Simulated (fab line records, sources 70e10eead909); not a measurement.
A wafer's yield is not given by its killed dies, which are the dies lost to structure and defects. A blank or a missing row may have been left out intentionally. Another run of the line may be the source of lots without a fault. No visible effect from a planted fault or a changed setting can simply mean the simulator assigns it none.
Chamber matching	flow nandHarc	NHARC_A_STAIRCASE_DEP_151 on pecvd-04: 3 sister chambers
The step deposits SiO2, target thk 7200 nm. 3 wafers are shown with their chamber, then 10 later ones without.

WAFERS PAIRED WITH THEIR CHAMBERS
wafer	chamber	heaterPowerW (W)
L083.4	1	618
L086.4	0	556
L086.5	2	641

WAFERS WITHOUT THEIR CHAMBER
wafer	heaterPowerW (W)
L086.6	613
L087.3	763
L087.5	563
L087.6	610
L090.1	742
L090.4	568
L090.6	643
L095.1	689
L095.2	667
L095.6	646

WHICH CHAMBER EACH ONE RAN IN
wafer	from the rows above	in truth
L086.6	can't be placed: 1 or 2 or 0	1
L087.3	can't be placed: 2 or 1 or 0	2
L087.5	can't be placed: 0 or 1 or 2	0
L087.6	can't be placed: 1 or 2 or 0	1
L090.1	can't be placed: 2 or 1 or 0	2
L090.4	can't be placed: 0 or 1 or 2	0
L090.6	can't be placed: 2 or 1 or 0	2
L095.1	can't be placed: 2 or 1 or 0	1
L095.2	can't be placed: 2 or 1 or 0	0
L095.6	can't be placed: 2 or 1 or 0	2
Correctly placed: 0 of 10. Not placeable from these rows: 10 (in 10, the candidates include the true chamber). Wrongly placed: 0.
How it was worked out, from the rows above alone: a wafer's distance from a chamber is the root of the sum, over the readings, of the square of ((its reading less the chamber's mean) divided by the reading's scatter). If the next closest chamber is less than 2 further off than the closest, the wafer can't be placed; otherwise it belongs to the closest. For every chamber, the mean is computed from those of its wafers that are shown. The scatter (one wafer shown for each chamber): square how far every hidden wafer sits from the nearest shown wafer, average those squares and take the square root.
